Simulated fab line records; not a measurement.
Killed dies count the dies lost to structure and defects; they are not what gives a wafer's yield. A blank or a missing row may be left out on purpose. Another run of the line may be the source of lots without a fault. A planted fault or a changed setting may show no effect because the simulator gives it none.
Struck lot and sound lot, side by side ; flow nand-harc ; 14 out of 1302 route steps
Sound: wafers L990.1, L990.3, L990.5. Struck: wafer L983.4; the same lot's L983.1 was not struck, so it is left out; see the end for the cause.
Order at every step that has rows: each side's tool, ch and its chambers, its first start. Under that, the readings that differ: sound wafers ; struck wafers ; difference of the means ; sigmas: that difference in standard deviations of wafers without a fault.
alike: readings whose means differ by less than 2 such deviations, and words and numbers that are the same on both sides. not compared: withheld readings, readings that some wafer has no value for, bounds like >300 that may hide the same value, and numbers for which the record gives no deviation and whose values overlap.
A row with sigmas, a row that says differs or no value, or rows on one side alone: a step with any of these is where the two part. When numbers do not overlap yet have no deviation, they are printed without sigmas and do not part them. Lack of a reading on every wafer of one side parts them only where that side has two or more wafers.

first, 1 step without rows for these wafers: NHARC_A_CHANNEL_HOLE_D2_STRIP_43 (strips in O2/COS).
NHARC_A_CHANNEL_HOLE_D2_ETCH_44: etches the open film in CF4/O2, target depth 140 nm, overetch 14 nm, time 77 s.
  sound on rie-diel-01 ch 1,3, day 22 23:20; struck on rie-diel-06 ch 1, day 19 16:36
reading;sound;struck;difference;sigmas
showerhead-plenum-p-Torr (Torr);1.35 1.42 1.42;1.26;-0.14;-2
  alike: drypump-motor-current-A, oes-product-au, rf-vpp-V, throttle-valve-pct
  not compared: rf-hours-counter-h
NHARC_A_CHANNEL_HOLE_D2_STRIP_28: strips in O2.
  sound on rie-diel-01 ch 0,2,3; struck on rie-diel-06 ch 2
  alike: drypump-motor-current-A, oes-product-au, rf-vpp-V, showerhead-plenum-p-Torr, throttle-valve-pct
  not compared: rf-hours-counter-h
then, 2 steps without rows for these wafers: NHARC_A_CHANNEL_HOLE_D2_PRECLEAN_29 (cleans in SC1); NHARC_A_CHANNEL_HOLE_D2_SRD_30.
NHARC_A_CHANNEL_HOLE_D2_CD_MEAS_31:
  sound on cd-sem-03 at day 23 00:07; struck on cd-sem-02 at day 19 17:24
  alike: cd-nm
NHARC_A_CHANNEL_HOLE_D2_XSEM_32:
  sound on xsem-02 ch 0, day 23 00:13; struck on xsem-02 ch 0, day 19 17:29
reading;sound;struck;difference;sigmas
bow-nm (nm);9.07 9.08 9.10;8.26;-0.82;-3
tilt-deg (degrees);0.01 0.01 0.01;0.15;+0.14;+3
  alike: bot-cd-nm
NHARC_A_CHANNEL_HOLE_D2_INSPECT_40:
  sound on defect-inspect-01 at day 23 00:19; struck on defect-inspect-01 at day 19 17:35
  alike: raw-defect-count
then, 3 steps without rows for these wafers: NHARC_A_CHANNEL_FILL_D2_PRECLEAN_00 (cleans in SC1); NHARC_A_CHANNEL_FILL_D2_SRD_01; NHARC_A_CHANNEL_FILL_D2_ALD_02 (deposits SiO2, target thk 6 nm, pulse time 10 s, ald cycles 60).
NHARC_A_CHANNEL_FILL_D2_ALD_03: deposits SiNx, target thk 6 nm, pulse time 60 s, ald cycles 58.
  sound on ald-sin-batch-03 ch 0; struck on ald-sin-batch-02 ch 0
  alike: chamber-pressure-Torr, precursor-pulse-height-rel
  not compared: ald-cycles
NHARC_A_CHANNEL_FILL_D2_ALD_14: deposits SiO2, target thk 2.5 nm, pulse time 10 s, ald cycles 25.
  sound on ald-hk-01 ch 0,1, day 23 07:31; struck on ald-hk-02 ch 2, day 20 00:50
reading;sound;struck;difference;sigmas
ald-cycles;25 25 25;22;-3;
  alike: heater-power-w, precursor-pulse-height-rel
  not compared: since-wet-clean-h
NHARC_A_CHANNEL_FILL_D2_ALD_15: deposits SiNx, target thk 2 nm, pulse time 60 s, ald cycles 19.
  sound on ald-sin-batch-02 ch 0; struck on ald-sin-batch-03 ch 0
reading;sound;struck;difference;sigmas
chamber-pressure-Torr (Torr);2.001 2.004 2.004;1.991;-0.012;-3
  alike: precursor-pulse-height-rel
  not compared: ald-cycles

== WHERE THEY PART ==
Last at NHARC_A_CHANNEL_FILL_D2_ALD_15 as far as this record goes, first at NHARC_A_CHANNEL_HOLE_D2_ETCH_44.

WHY: the cause the simulator had injected
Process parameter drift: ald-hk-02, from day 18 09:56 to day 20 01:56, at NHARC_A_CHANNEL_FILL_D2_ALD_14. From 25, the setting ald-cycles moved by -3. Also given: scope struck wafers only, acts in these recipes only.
